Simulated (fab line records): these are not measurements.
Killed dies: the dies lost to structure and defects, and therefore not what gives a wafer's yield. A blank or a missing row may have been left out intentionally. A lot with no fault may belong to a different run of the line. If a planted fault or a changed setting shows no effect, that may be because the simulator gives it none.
Code-filled problem report in 8D (eight disciplines) form | flow n5Finfet | the parts of the form that need people (team, actions taken, sign-off) are left out

1. WHAT IS WRONG
Mean of cdNm at N5_BEOL_M14_CD_MEAS_10: 232.8 nm across 6 wafers in 2 lots; on wafers with no fault it is 249.3 nm (standard deviation 2.2). Relative to the usual mean, that is a shift of -7.5 standard deviations.
The step: target cd 250 nm.
Seen first at day 16 12:04 on cdSem-02, wafer L225.2. Wafers with a number at this step in the record: 33, from 11 lots. By rule, "out" or "out of limits" means more than 4 standard deviations away from the usual mean. The rest of the wafers with a number are treated as sound.

2. WHAT IT IS, WHAT IT ISN'T
question                    | is                     | is not
which readings at this step | cdNm                   | -
which lots                  | L225, L226             | L214, L215, L217, L220, L223, L227, L228, L232, L237
which wafers of those lots  | all that have a number | -
read on which gauges        | cdSem-01, cdSem-02     | cdSem-03
when                        | from day 16 12:04      | up to then (18 sound wafers); but 9 sound wafers of L228, L232, L237 came after

3. THE SUSPECTS, EACH WITH WHAT RULES IT OUT
Counting: any tool at a process step up to the reading is kept as a suspect provided that every lot that is out went through it and no sound lot did after the first of them.
- the gauge at N5_BEOL_M14_CD_MEAS_10 has been ruled out. 2 gauges (cdSem-01, cdSem-02) read the wafers that are out.
- lithoTrack-01 at N5_BEOL_M14_PEB_08 (peb time 90 s): kept. It ran every lot that is out, first L225 (day 16 11:56), and no sound lot after that. Out on those wafers are its own readings of heaterPowerTotalW, plateTempC.
Left after counting: lithoTrack-01 at N5_BEOL_M14_PEB_08.

4. THE CAUSE (what the simulator had put in)
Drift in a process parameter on lithoTrack-01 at N5_BEOL_M14_PEB_08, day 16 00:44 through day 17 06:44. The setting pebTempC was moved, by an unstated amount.
Counting left only this tool.

5. SEQUENCE OF EFFECTS, ordered by route
Each row: a reading where the mean over the struck wafers with a number is more than 3 standard deviations away from the usual. Readings are gone through only where the record gives a usual standard deviation; hours: the median, over the lots, of the time from a lot's start at the first step in this table giving one to that lot's start at this step; sigmas: the change measured in usual standard deviations.
hours | step                   | reading           | usual    | on struck wafers | change | sigmas
0     | N5_BEOL_M14_PEB_08     | heaterPowerTotalW | 172.4 W  | 168.1            | -4.3   | -5.7
0     | N5_BEOL_M14_PEB_08     | plateTempC        | 129.97 C | 127.24           | -2.73  | -19
0     | N5_BEOL_M14_CD_MEAS_10 | cdNm              | 249.3 nm | 232.8            | -16.5  | -7.5
Process steps it contains:
- N5_BEOL_M14_PEB_08: peb time 90 s.

6. WHAT WOULD HAVE CAUGHT IT SOONER
Counted from the fault's start at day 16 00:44, it took 11 hours until the first out-of-limits reading at a measuring or inspecting step in this record, taken at day 16 12:04.
Tool's own readings at N5_BEOL_M14_PEB_08, heaterPowerTotalW, plateTempC: out on all struck wafers the step has rows for; an alarm limit on them would have tripped on the first.
Of the lots that are out (2), L226 began N5_BEOL_M14_PEB_08 on lithoTrack-01 after day 16 12:04. Had the tool been put on hold then, it would have been spared.
